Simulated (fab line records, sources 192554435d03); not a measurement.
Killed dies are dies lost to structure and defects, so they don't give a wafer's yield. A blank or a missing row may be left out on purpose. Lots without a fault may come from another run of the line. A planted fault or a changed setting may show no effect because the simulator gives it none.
fab line records | flow n5_finfet
record lots=10 wafers=30 last_day=17
route steps=1938 shown BEOL_M2@911 BEOL_M3@931 BEOL_M4@1111 PASSIVATION@1936
lots that met no fault: from a run of the same line without faults
start_h: hours from the record's first day to the start of the lot's first wafer shown | wait_h: hours since the lot's step before | " the same as in the row above | L1.1+2: a row that stands for several wafers | - no value, or no start given | * or withheld: withheld | < > ~ a bound
route shown NAME@n: a module of which the file shows steps, and the number in the route of the first | usual: mean/standard deviation of fault-free wafers | same: alike in all rows | chamber/n: place in a boat | sites: the reading at each site | _std_site: their standard deviation | _edge_site: outer sites' mean less inner sites' | radius_mm: how far each site lies from the wafer's centre | mask NAME#n: copy n | behind: the tool/chamber that last shaped the wafer | hold: why the lot was held/for how many hours/how that ended | device: the transistor (n, p or np) that didn't switch | end of line: the same wafers' tests at the end of the route | a step without rows: its recipe alone | killed: dies lost to structure and defects at the first sort, not the wafer's yield | map: a wafer's dies, x killed, . not, _ none there
set.NAME: the setting as run; set.NAME@STEP: as run at that earlier step | model.NAME: the simulator's own value behind a step, which no gauge read
steps of the route over a sample of lots; a table a step, a row a wafer
services: from which hour (start_h, from the record's first day; less than 0 if before it) a tool's chamber was out of use, for how many hours, and why
## steps
# step N5_BEOL_M2_ANNEAL_87
# recipe temp_c=400 time_s=240 ambient=vacuum
# usual heater_power_w=841/83 susceptor_temp_C=400.00/0.21
# columns lot.wafer tool chamber start_h wait_h heater_power_w susceptor_temp_C
L909.1 pvd_sputter-02 - 150.01 0.0 894 400.19
L909.3 " - " " 855 400.26
L909.4 " - " " 770 400.01
L910.1 pvd_sputter-03 - 153.24 0.0 992 400.17
L910.4 " - " " 864 400.16
L910.6 " - " " 973 400.24
L911.1 pvd_sputter-02 - 156.71 0.0 876 399.88
L911.3 " - " " 804 399.83
L911.6 " - " " 763 399.70
L912.1 pvd_sputter-03 - 165.13 0.0 808 399.76
L912.3 " - " " 967 400.30
L912.5 " - " " 809 399.70
L923.1 pvd_sputter-02 - 233.48 0.0 766 399.90
L923.3 " - " " 790 399.98
L923.5 " - " " 912 400.19
L924.2 pvd_sputter-01 - 237.50 0.0 713 400.16
L924.3 " - " " 845 400.42
L924.4 " - " " 739 400.23
L925.1 pvd_sputter-02 - 247.59 0.0 827 400.07
L925.2 " - " " 781 400.14
L925.5 " - " " 917 400.31
L927.2 pvd_sputter-03 - 260.05 0.0 824 399.83
L927.5 " - " " 851 399.95
L927.6 " - " " 991 400.15
L926.2 pvd_sputter-02 - 265.76 0.0 786 399.81
L926.4 " - " " 834 400.43
L926.6 " - " " 768 399.97
L929.1 pvd_sputter-01 - 277.27 0.0 850 400.13
L929.2 " - " " 710 399.73
L929.3 " - " " 910 400.10
# step N5_BEOL_M2_ANNEAL_93
# recipe temp_c=400 time_s=240 ambient=vacuum
# usual heater_power_w=844/83 susceptor_temp_C=399.99/0.24
# columns lot.wafer tool chamber start_h wait_h heater_power_w susceptor_temp_C
L909.1 pvd_sputter-02 - 150.67 0.0 905 400.00
L909.3 " - " " 855 400.31
L909.4 " - " " 807 399.85
L910.1 pvd_sputter-03 - 153.90 0.0 971 399.94
L910.4 " - " " 893 400.14
L910.6 " - " " 951 400.18
L911.1 pvd_sputter-02 - 157.37 0.0 906 400.07
L911.3 " - " " 799 400.08
L911.6 " - " " 777 400.10
L912.1 pvd_sputter-03 - 166.70 0.0 823 400.02
L912.3 " - " " 974 400.12
L912.5 " - " " 820 399.70
L923.1 pvd_sputter-02 - 234.14 0.0 804 399.85
L923.3 " - " " 765 400.20
L923.5 " - " " 887 400.33
L924.2 pvd_sputter-01 - 238.16 0.0 712 400.06
L924.3 " - " " 826 400.14
L924.4 " - " " 769 400.15
L925.1 pvd_sputter-02 - 253.44 0.0 862 399.85
L925.2 " - " " 789 399.76
L925.5 " - " " 905 400.00
L927.2 pvd_sputter-03 - 260.71 0.0 818 400.25
L927.5 " - " " 883 400.04
L927.6 " - " " 1015 400.08
L926.2 pvd_sputter-02 - 266.42 0.0 776 399.74
L926.4 " - " " 830 399.98
L926.6 " - " " 774 399.85
L929.1 pvd_sputter-01 - 277.93 0.0 849 399.63
L929.2 " - " " 717 399.83
L929.3 " - " " 949 400.39
# step N5_BEOL_M2_THK_MEAS_53
# recipe thk_meas_gauge=xrf reads=Cu_of_BEOL_M2_ECD_50
# usual M2_THK=40.9/1.4
# columns lot.wafer tool chamber start_h wait_h M2_THK[nm]
L909.1 film_metro-02 - 152.07 - 43.0
L909.3 " - " " 41.9
L909.4 " - " " 41.0
L910.1 film_metro-02 - 155.05 - 41.7
L910.4 " - " " 39.0
L910.6 " - " " 41.4
L911.1 film_metro-02 - 158.79 - 40.3
L911.3 " - " " 39.5
L911.6 " - " " 38.4
L912.1 film_metro-01 - 167.85 - 39.1
L912.3 " - " " 39.6
L912.5 " - " " 39.8
L923.1 film_metro-01 - 235.29 - 42.5
L923.3 " - " " 41.8
L923.5 " - " " 41.7
L924.2 film_metro-02 - 239.43 - 41.1
L924.3 " - " " 40.5
L924.4 " - " " 42.0
L925.1 film_metro-01 - 254.68 - 41.7
L925.2 " - " " 41.0
L925.5 " - " " 42.2
L927.2 film_metro-02 - 261.86 - 38.7
L927.5 " - " " 40.2
L927.6 " - " " 37.7
L926.2 film_metro-02 - 267.57 - 41.1
L926.4 " - " " 41.3
L926.6 " - " " 42.0
L929.1 film_metro-01 - 279.08 - 44.2
L929.2 " - " " 40.9
L929.3 " - " " 41.3
# step N5_BEOL_M3_ILD_DEP_00
# recipe material=SiOC target_thk_a=790 temp_c=350 precursor=DEMS/O2 pressure_torr=5 rf_w=500 time_s=15.3
# usual heater_power_w=497/110 showerhead_plenum_p_Torr=5.698/0.016 susceptor_temp_C=350.03/0.22 throttle_valve_pct=12.0/0.52
# columns lot.wafer tool chamber start_h wait_h heater_power_w showerhead_plenum_p_Torr susceptor_temp_C throttle_valve_pct
L909.1 pecvd-02 2 152.63 0.0 384 5.703 350.00 11.5
L909.3 " 1 " " 378 5.699 350.16 12.2
L909.4 " 0 " " 534 5.722 350.07 11.7
L910.1 pecvd-03 1 155.37 0.0 602 5.702 350.19 12.6
L910.4 " 0 " " 311 5.673 349.68 12.4
L910.6 " 1 " " 620 5.719 350.55 12.4
L911.1 pecvd-02 2 159.11 0.0 401 5.700 349.88 11.4
L911.3 " 0 " " 593 5.716 349.97 11.7
L911.6 " 2 " " 402 5.688 349.87 11.6
L912.1 pecvd-03 1 168.17 0.0 518 5.713 349.89 12.5
L912.3 " 2 " " 366 5.701 350.05 12.1
L912.5 " 1 " " 507 5.712 349.79 12.5
L923.1 pecvd-02 1 235.67 0.0 430 5.690 349.88 12.5
L923.3 " 2 " " 376 5.700 349.87 11.4
L923.5 " 1 " " 427 5.703 349.82 12.0
L924.2 pecvd-03 2 239.78 0.0 372 5.684 349.65 12.0
L924.3 " 1 " " 603 5.704 350.03 12.4
L924.4 " 0 " " 372 5.676 350.08 12.2
L925.1 pecvd-03 2 255.06 0.0 355 5.686 350.42 12.1
L925.2 " 1 " " 611 5.688 349.98 12.4
L925.5 " 0 " " 323 5.670 349.97 12.4
L927.2 pecvd-04 2 262.24 0.0 597 5.726 350.16 10.9
L927.5 " 0 " " 557 5.702 349.80 11.7
L927.6 " 1 " " 532 5.685 349.75 12.8
L926.2 pecvd-04 1 267.89 0.0 529 5.690 349.60 12.7
L926.4 " 1 " " 548 5.689 350.09 12.6
L926.6 " 1 " " 536 5.695 350.00 12.6
L929.1 pecvd-04 1 279.40 0.0 643 5.691 349.82 12.6
L929.2 " 0 " " 623 5.691 349.79 11.4
L929.3 " 2 " " 556 5.709 350.14 11.0
# step N5_BEOL_M3_THK_MEAS_01
# recipe reads=SiOC_of_BEOL_M3_ILD_DEP_00
# usual M3_ILD_THK=79.2/1.1
# columns lot.wafer tool chamber start_h wait_h M3_ILD_THK[nm]
L909.1 film_metro-01 - 152.69 0.0 77.9
L909.3 " - " " 77.9
L909.4 " - " " 79.1
L910.1 film_metro-02 - 155.44 0.0 77.1
L910.4 " - " " 79.7
L910.6 " - " " 79.0
L911.1 film_metro-02 - 159.18 0.0 78.1
L911.3 " - " " 78.8
L911.6 " - " " 79.3
L912.1 film_metro-01 - 168.24 0.0 77.0
L912.3 " - " " 78.3
L912.5 " - " " 78.8
L923.1 film_metro-01 - 235.73 0.0 78.1
L923.3 " - " " 78.8
L923.5 " - " " 78.8
L924.2 film_metro-01 - 239.84 0.1 128.5
L924.3 " - " " 78.2
L924.4 " - " " 130.9
L925.1 film_metro-02 - 255.12 0.0 128.7
L925.2 " - " " 129.4
L925.5 " - " " 80.8
L927.2 film_metro-01 - 262.31 0.1 80.2
L927.5 " - " " 79.6
L927.6 " - " " 80.6
L926.2 film_metro-02 - 267.98 0.1 78.8
L926.4 " - " " 80.7
L926.6 " - " " 79.7
L929.1 film_metro-02 - 279.47 0.0 79.6
L929.2 " - " " 77.6
L929.3 " - " " 80.0
# step N5_BEOL_M4_RC_MEAS_101
# usual DIBL_N=36.2/1.7 DIBL_P=36.2/2.2 IOFF_N=0.16/0.035 IOFF_P=0.21/0.042 ION_N=673/13 ION_P=462/7.9 SS_N=71.4/0.59 SS_P=73.2/0.7 VT_N=250/3.6 VT_P=-251/3.5
# columns lot.wafer tool chamber start_h wait_h DIBL_N[mV/V] DIBL_P[mV/V] IOFF_N[nA/um] IOFF_P[nA/um] ION_N[uA/um] ION_P[uA/um] SS_N[mV/dec] SS_P[mV/dec] VT_N[mV] VT_P[mV]
L909.1 prober-01 0 173.48 0.0 33.7 35.2 0.14 0.21 667 469 70.5 72.9 252 -250
L909.3 " 0 " " 35.4 37.1 0.16 0.23 674 473 71.1 73.2 250 -248
L909.4 " 0 " " 35.9 37.6 0.18 0.23 682 473 71.9 74.0 248 -250
L910.1 prober-02 0 175.22 0.0 36.6 37.7 0.20 0.26 688 468 72.1 73.4 243 -246
L910.4 " 0 " " 39.1 41.7 0.27 0.34 713 482 71.7 74.9 240 -244
L910.6 " 0 " " 39.0 41.1 0.27 0.34 696 476 72.7 74.9 240 -243
L911.1 prober-02 0 178.17 0.0 35.5 34.9 0.14 0.19 667 464 70.9 73.4 251 -251
L911.3 " 0 " " 34.1 33.8 0.12 0.18 673 467 70.8 72.8 250 -254
L911.6 " 0 " " 36.4 35.9 0.17 0.21 689 467 71.2 72.6 247 -250
L912.1 prober-01 0 188.64 0.0 39.8 40.7 0.25 0.32 705 485 72.4 74.7 240 -245
L912.3 " 0 " " 39.8 39.1 0.22 0.28 680 468 71.3 74.4 246 -248
L912.5 " 0 " " 41.5 41.8 0.28 0.36 688 478 72.1 74.7 243 -243
L923.1 prober-02 0 253.65 0.0 34.7 33.5 0.11 0.16 652 449 70.9 72.8 255 -254
L923.3 " 0 " " 32.8 31.6 0.10 0.13 648 441 70.4 72.4 258 -256
L923.5 " 0 " " 34.0 32.5 0.11 0.15 664 447 70.9 72.4 254 -256
L924.3 prober-02 0 277.25 0.3 35.4 35.1 0.16 0.21 677 468 71.6 73.0 249 -249
L925.5 prober-02 0 281.73 0.6 32.2 30.7 0.09 0.13 648 446 70.4 72.3 258 -258
L927.2 prober-02 0 284.14 0.2 36.3 37.8 0.16 0.21 675 458 70.9 73.4 251 -251
L927.5 " 0 " " 35.5 35.8 0.14 0.19 671 461 70.7 73.3 252 -251
L927.6 " 0 " " 34.4 34.4 0.12 0.16 667 454 71.0 73.1 253 -254
L926.2 prober-01 0 287.95 0.2 35.2 34.0 0.13 0.18 668 460 71.4 72.7 250 -253
L926.4 " 0 " " 37.4 36.2 0.18 0.22 685 467 71.3 72.8 245 -251
L926.6 " 0 " " 36.4 34.2 0.15 0.19 661 455 70.8 73.1 249 -252
L929.1 prober-02 0 303.62 0.0 37.0 36.1 0.16 0.21 668 459 71.3 72.9 251 -250
L929.2 " 0 " " 34.4 33.8 0.12 0.17 666 457 71.0 71.9 255 -253
L929.3 " 0 " " 37.7 37.8 0.18 0.24 678 459 71.8 73.3 247 -249
# step N5_PASSIVATION_PROBE_49
# usual defect_limited_yield=91.4/1.4 killed_at_M0_to_M3=31/10 killed_at_M4_up=14/5.6 killed_at_contacts=13/6.3 killed_at_front_end=39/10 killed_at_other=4/3.1 killed_dies=101/16 killed_on_rim=13/3.9 killed_open=65/13 killed_short=34/7.2 sort_bin_4_leakage=0.00/0.007 sort_bin_5_function=5.1/0.88 sort_bin_6_memory=3.2/0.66 sort_bin_8_speed=0.00/0.007 sort_n_pass=1079/16 sort_yield_pct=91.4/1.4
# same gross_dies=1180 killed_at_back_side=0
# columns lot.wafer tool chamber start_h wait_h defect_limited_yield[%] killed_at_M0_to_M3 killed_at_M4_up killed_at_contacts killed_at_front_end killed_at_other killed_dies killed_on_rim killed_open killed_short sort_bin_4_leakage[%] sort_bin_5_function[%] sort_bin_6_memory[%] sort_bin_8_speed[%] sort_n_pass sort_yield_pct[%]
L923.1 prober-02 - 361.99 0.0 91.6 16 15 25 43 0 99 16 63 36 0 4.5 3.6 0 1081 91.6
L923.3 prober-02 - 362.09 0.1 93.1 25 13 6 32 5 81 12 50 29 0 4.5 2.2 0 1099 93.1
L923.5 prober-02 - 362.19 0.2 90.8 24 18 21 44 1 108 15 67 39 0 5.1 3.6 0 1072 90.8
L924.2 prober-02 - 388.07 0.1 0 1101 8 14 44 13 1180 152 80 35 0 95.8 3.8 0 0 0
L924.3 prober-02 - 388.12 0.1 90.9 40 9 18 37 3 107 13 68 38 0 5.5 3.6 0 1073 90.9
L924.4 prober-02 - 388.17 0.2 0 1091 12 27 45 5 1180 152 80 43 0 95.7 3.8 0 0 0
L926.2 prober-01 - 388.35 0.1 91.2 26 12 7 57 2 104 9 71 33 0 5.1 3.5 0 1076 91.2
L926.4 prober-01 - 388.45 0.2 92.2 34 14 12 29 3 92 9 55 36 0 4.9 2.5 0 1088 92.2
L926.6 prober-01 - 388.55 0.3 93.0 20 22 13 28 0 83 10 54 29 0 4.7 2.1 0 1097 93.0
L927.2 prober-01 - 391.34 0.1 92.2 33 13 7 36 3 92 11 52 38 0 4.7 2.8 0 1088 92.2
L927.5 prober-01 - 391.49 0.2 91.8 40 17 8 30 2 97 12 58 37 0 4.7 3.0 0 1083 91.8
L927.6 prober-01 - 391.54 0.3 92.4 36 7 5 41 1 90 12 56 32 0 4.9 2.3 0 1090 92.4
L925.1 prober-02 - 391.78 0.0 0 1121 17 2 36 4 1180 152 66 27 0 97.2 2.5 0 0 0
L925.2 prober-02 - 391.83 0.1 0 1104 9 8 55 4 1180 152 61 37 0 96.9 3.0 0 0 0
L925.5 prober-02 - 391.98 0.2 94.5 29 8 8 19 1 65 6 41 23 0 3.0 2.3 0.08 1114 94.4
# killed by level:class
L923.1 MOL_CONTACT_COAG:geometric_particle:open=19 FIN_SAQP:geometric_particle:short=9 BEOL_M4:geometric_particle:open=9 FIN_SAQP:geometric_particle:open=8 GATE_CUT:geometric_particle:short=8 MOL_CONTACT_COAG:geometric_particle:short=6 BEOL_M0_SAQP:geometric_particle:open=5 STARTING-WAFER:geometric_particle:open=5
L923.3 BEOL_M2:geometric_particle:open=7 FIN_SAQP:geometric_particle:short=6 MOL_CONTACT_COAG:geometric_particle:open=6 GATE_CUT:geometric_particle:short=5 BEOL_M0_SAQP:geometric_particle:open=5 BEOL_M0_SAQP:geometric_particle:short=5 BEOL_M4:geometric_particle:open=5 FIN_SAQP:geometric_particle:open=4
L923.5 MOL_CONTACT_COAG:geometric_particle:open=20 FIN_SAQP:geometric_particle:short=17 BEOL_M4:geometric_particle:open=9 BEOL_M0_SAQP:geometric_particle:short=8 FIN_SAQP:geometric_particle:open=6 GATE_CUT:geometric_particle:short=6 BEOL_M0_SAQP:geometric_particle:open=6 BEOL_M2:geometric_particle:open=6
L924.2 BEOL_M3:area_dep=1065 MOL_CONTACT_COAG:geometric_particle:open=13 FIN_SAQP:geometric_particle:short=11 FIN_SAQP:geometric_particle:open=11 BEOL_M3:geometric_particle:open=8 STI_FIN_REVEAL:geometric_particle:open=8 BEOL_M0_SAQP:geometric_particle:short=7 BEOL_M2:geometric_particle:open=6
L924.3 MOL_CONTACT_COAG:geometric_particle:open=14 FIN_SAQP:geometric_particle:short=13 BEOL_M0_SAQP:geometric_particle:open=8 FIN_SAQP:geometric_particle:open=7 DUMMY_GATE:geometric_particle:open=7 BEOL_M0_SAQP:geometric_particle:short=7 BEOL_M1:geometric_particle:open=7 BEOL_M3:geometric_particle:open=5
L924.4 BEOL_M3:area_dep=1056 MOL_CONTACT_COAG:geometric_particle:open=24 FIN_SAQP:geometric_particle:open=9 FIN_SAQP:geometric_particle:short=9 STI_FIN_REVEAL:geometric_particle:open=9 BEOL_M1:geometric_particle:open=7 STI_FIN_REVEAL:geometric_particle:short=5 BEOL_M0_SAQP:geometric_particle:short=5
L926.2 FIN_SAQP:geometric_particle:open=16 BEOL_M0_SAQP:geometric_particle:open=14 FIN_SAQP:geometric_particle:short=8 STI_FIN_REVEAL:geometric_particle:open=8 GATE_CUT:geometric_particle:short=5 GATE_CUT:geometric_particle:open=5 BEOL_M0_SAQP:geometric_particle:short=5 BEOL_M4:geometric_particle:open=5
L926.4 BEOL_M0_SAQP:geometric_particle:short=9 MOL_CONTACT_COAG:geometric_particle:open=9 BEOL_M3:geometric_particle:open=6 FIN_SAQP:geometric_particle:open=5 GATE_CUT:geometric_particle:short=5 BEOL_M1:geometric_particle:open=5 BEOL_M2:geometric_particle:open=5 FIN_SAQP:geometric_particle:short=4
L926.6 MOL_CONTACT_COAG:geometric_particle:open=9 BEOL_M4:geometric_particle:open=7 FIN_SAQP:geometric_particle:short=6 GATE_CUT:geometric_particle:short=6 BEOL_M5:geometric_particle:open=6 BEOL_M3:geometric_particle:open=5 FIN_SAQP:geometric_particle:open=4 MOL_CONTACT_COAG:geometric_particle:short=4
L927.2 BEOL_M0_SAQP:geometric_particle:open=9 BEOL_M0_SAQP:geometric_particle:short=8 BEOL_M4:geometric_particle:open=6 FIN_SAQP:geometric_particle:short=5 STARTING-WAFER:geometric_particle:short=5 FIN_SAQP:geometric_particle:open=4 STI_FIN_REVEAL:geometric_particle:open=4 DUMMY_GATE:geometric_particle:open=4
L927.5 BEOL_M0_SAQP:geometric_particle:short=10 BEOL_M0_SAQP:geometric_particle:open=9 MOL_CONTACT_COAG:geometric_particle:open=8 FIN_SAQP:geometric_particle:short=7 BEOL_M2:geometric_particle:open=5 STI_FIN_REVEAL:geometric_particle:open=4 BEOL_M4:geometric_particle:open=4 BEOL_M3:geometric_particle:open=4
L927.6 BEOL_M0_SAQP:geometric_particle:open=12 FIN_SAQP:geometric_particle:short=11 FIN_SAQP:geometric_particle:open=9 STI_FIN_REVEAL:geometric_particle:open=7 BEOL_M1:geometric_particle:open=6 BEOL_M2:geometric_particle:open=5 BEOL_M2:geometric_particle:short=5 BEOL_M0_SAQP:geometric_particle:short=4
L925.1 BEOL_M3:area_dep=1084 BEOL_M4:geometric_particle:open=11 FIN_SAQP:geometric_particle:open=10 BEOL_M3:geometric_particle:open=9 BEOL_M0_SAQP:geometric_particle:short=7 BEOL_M0_SAQP:geometric_particle:open=7 FIN_SAQP:geometric_particle:short=6 STI_FIN_REVEAL:geometric_particle:open=6
L925.2 BEOL_M3:area_dep=1082 FIN_SAQP:geometric_particle:open=18 FIN_SAQP:geometric_particle:short=12 STI_FIN_REVEAL:geometric_particle:open=7 MOL_CONTACT_COAG:geometric_particle:open=7 BEOL_M0_SAQP:geometric_particle:open=5 BEOL_M1:geometric_particle:open=5 BEOL_M2:geometric_particle:open=5
L925.5 BEOL_M0_SAQP:geometric_particle:short=9 MOL_CONTACT_COAG:geometric_particle:open=8 BEOL_M2:geometric_particle:open=6 BEOL_M0_SAQP:geometric_particle:open=5 FIN_SAQP:geometric_particle:short=4 BEOL_M4:geometric_particle:short=4 BEOL_M3:geometric_particle:open=4 DUMMY_GATE:geometric_particle:short=3
## services
# columns tool chamber start_h hours kind
pecvd-03 0 156.29 5.5 scheduled_down
pecvd-04 0 178.14 6.4 repair
pecvd-02 - 181.06 0.7 repair
pecvd-02 2 213.72 5.5 scheduled_down
pecvd-03 - 258.70 26.5 repair
pecvd-04 2 266.62 5.5 scheduled_down
## key
first_sign step=N5_BEOL_M3_THK_MEAS_01 reading=M3_ILD_THK direction=up sigmas=46 usual=79.2 struck=129.4
effect step=N5_PASSIVATION_PROBE_49 reading=killed_at_M0_to_M3 direction=up sigmas=99+ usual=31 struck=1104
more_kills_born_at N5_BEOL_M3_ILD_DEP_00@pecvd-03=4287
met_at N5_BEOL_M3_ILD_DEP_00
struck_lots L924,L925
struck_wafers L924.2,L924.4,L925.1,L925.2
later_rows_left_out L924.2,L924.4,L925.1,L925.2
not_acting_at N5_BEOL_M2_ANNEAL_87,N5_BEOL_M2_ANNEAL_93,N5_BEOL_M2_THK_MEAS_53
onset_between 168.17 239.78
fault kind=process_parameter_drift tool=pecvd-03 chamber=- onset_h=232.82 steps=N5_BEOL_M3_ILD_DEP_00 channel=target_thk_a offset=* shape=step end_h=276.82 scope=struck_wafers_only acts_in=* stated=*
# later_rows_left_out: the simulator's readings of these wafers behind a module that went badly wrong aren't trusted and aren't shown, but for the sort
